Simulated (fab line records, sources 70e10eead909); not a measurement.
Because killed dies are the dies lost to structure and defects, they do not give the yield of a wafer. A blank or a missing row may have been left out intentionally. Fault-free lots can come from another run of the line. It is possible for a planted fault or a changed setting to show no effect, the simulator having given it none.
Comparing a struck lot with a sound one ; flow nand-harc ; 29 out of 1159 route steps
Sound: the wafers L287.2, L287.3, L287.5. Struck: wafers L294.4, L294.5, L294.6. The cause comes at the end.
For every step that has rows: the tool of each side, followed by ch and its chambers, followed by its first start. Under that, the readings that differ: sound wafers ; struck wafers ; difference of the means ; sigmas: that difference in standard deviations of wafers without a fault.
alike: readings with means less than 2 such deviations apart, plus words and numbers identical on both sides. not compared: withheld readings, readings lacking a value on some wafer, bounds such as >300 that could conceal the same value, and numbers that have no deviation in the record and whose values overlap.
Wherever a step has rows on one side only, a row that says differs or no value, or a row with sigmas, the two part there. Numbers that don't overlap but have no deviation are shown without sigmas and don't part them. A reading that every wafer of one side lacks parts them only if that side has two wafers or more.

first, 7 steps without rows for these wafers: NHARC_A_ZERO_WELL_COAT_18 (time 65 s); NHARC_A_ZERO_WELL_COAT_04 (resist thk 600 nm); NHARC_A_ZERO_WELL_SOFTBAKE_05 (time 70 s); NHARC_A_ZERO_WELL_EBR_06; NHARC_A_ZERO_WELL_EXPOSE_07 (exposes mask A ZERO); NHARC_A_ZERO_WELL_PEB_08 (peb time 80 s); NHARC_A_ZERO_WELL_DEVELOP_09 (time 50 s).
NHARC_A_ZERO_WELL_CD_MEAS_10: target cd 2000 nm.
  sound on cd-sem-02 ch 0, day 6 23:11; struck on cd-sem-01 ch 0, day 9 03:17
  alike: cd-nm
then, 1 step without rows for these wafers: NHARC_A_ZERO_WELL_HARDBAKE_11 (time 65 s).
NHARC_A_ZERO_WELL_DESCUM_12: chemistry O2, time 3 s.
  sound on rie-diel-03 ch 0,2,3, day 6 23:23; struck on rie-diel-01 ch 1,2,3, day 9 03:28
  alike: drypump-motor-current-A, oes-product-au, rf-vpp-V, showerhead-plenum-p-Torr, throttle-valve-pct
  not compared: rf-hours-counter-h
NHARC_A_ZERO_WELL_ETCH_19: etches the open film in N2/H2, target depth 80 nm, overetch 24 nm, time 87.88 s.
  sound on rie-diel-03 ch 0,2,3, day 6 23:27; struck on rie-diel-01 ch 0,3, day 9 03:31
  alike: drypump-motor-current-A, oes-product-au, rf-vpp-V, showerhead-plenum-p-Torr, throttle-valve-pct
  not compared: rf-hours-counter-h
NHARC_A_ZERO_WELL_ETCH_13: etches the open film in HBr/Cl2, target depth 120 nm, time 40.1 s.
  sound on rie-si-03 ch 0,2, day 6 23:34; struck on rie-si-03 ch 0,1,2, day 9 03:41
  alike: drypump-motor-current-A, oes-product-au, throttle-valve-pct
  not compared: rf-hours-counter-h
NHARC_A_ZERO_WELL_STRIP_14: strips in SPM, time 900 s.
  sound on wet-bench-06 ch 3,5,6, day 6 23:44; struck on wet-bench-09 ch 0,3,5, day 9 03:49
  alike: bath-guard-temp-C
then, 3 steps without rows for these wafers: NHARC_A_ZERO_WELL_IMPLANT_15; NHARC_A_ZERO_WELL_PRECLEAN_22 (cleans in SC1, time 60 s); NHARC_A_ZERO_WELL_SRD_23.
NHARC_A_ZERO_WELL_RTA_16: time 10 s.
  sound on rtp-anneal-01 ch 0, day 7 00:41; struck on rtp-anneal-01 ch 0, day 9 04:39
  alike: anneal-temp-c-max, lamp-power-pct, wafer_temp_C_max
NHARC_A_ZERO_WELL_INSPECT_17:
  struck on defect-inspect-02, day 9 04:46; sound on defect-inspect-01, day 7 00:52
reading;sound;struck;difference;sigmas
raw-defect-count;8 11 9;578 595 675;+607;+99 or more
then, 3 steps without rows for these wafers: NHARC_A_SOURCE_PLATE_PRECLEAN_00 (cleans in HF-LAST, time 60 s); NHARC_A_SOURCE_PLATE_SRD_01; NHARC_A_SOURCE_PLATE_OXIDE_02 (material SiO2, target thk 10 nm, ox time 1362 s).
NHARC_A_SOURCE_PLATE_THK_MEAS_09: measures by ellipsometry.
  struck on film-metro-01, day 9 11:25; sound on film-metro-02, day 7 08:17
  alike: thk-nm
then, 3 steps without rows for these wafers: NHARC_A_SOURCE_PLATE_PVD_04 (deposits WSi2, target thk 50 nm); NHARC_A_SOURCE_PLATE_CVD_03 (deposits poly-Si, target thk 200 nm, time 4000 s); NHARC_A_SOURCE_PLATE_ANNEAL_05 (time 1800 s).
NHARC_A_SOURCE_PLATE_THK_MEAS_06: measures by ellipsometry.
  struck on film-metro-02, day 10 00:43; sound on film-metro-02, day 8 00:53
reading;sound;struck;difference;sigmas
thk-nm (nm);201.3 200.4 204.4;197.1 195.3 194.5;-6.4;-3
NHARC_A_SOURCE_PLATE_INSPECT_08:
  struck on defect-inspect-02, day 10 00:47; sound on defect-inspect-01, day 8 00:58
reading;sound;struck;difference;sigmas
raw-defect-count;41 89 40;628 682 779;+640;+26
next comes 1 step that has no rows for these wafers: NHARC_A_ONON_D1_DEP_00 (target thickness 1000 nm).
-- break in the record here, with 12 days between the starts of the struck wafers on either side (left off in module A_ONON_D1, picked up again in module END, where the first step shown is number 1159 on the route) --
NHARC_END_SORT_01:
  at this point the record logs the struck wafers (prober-02 ch 0, day 21 23:43) and has no rows for the sound ones

== WHERE THEY PART ==
First at NHARC_A_ZERO_WELL_INSPECT_17; last, within this record, at NHARC_END_SORT_01.

WHY: what the simulator had put in
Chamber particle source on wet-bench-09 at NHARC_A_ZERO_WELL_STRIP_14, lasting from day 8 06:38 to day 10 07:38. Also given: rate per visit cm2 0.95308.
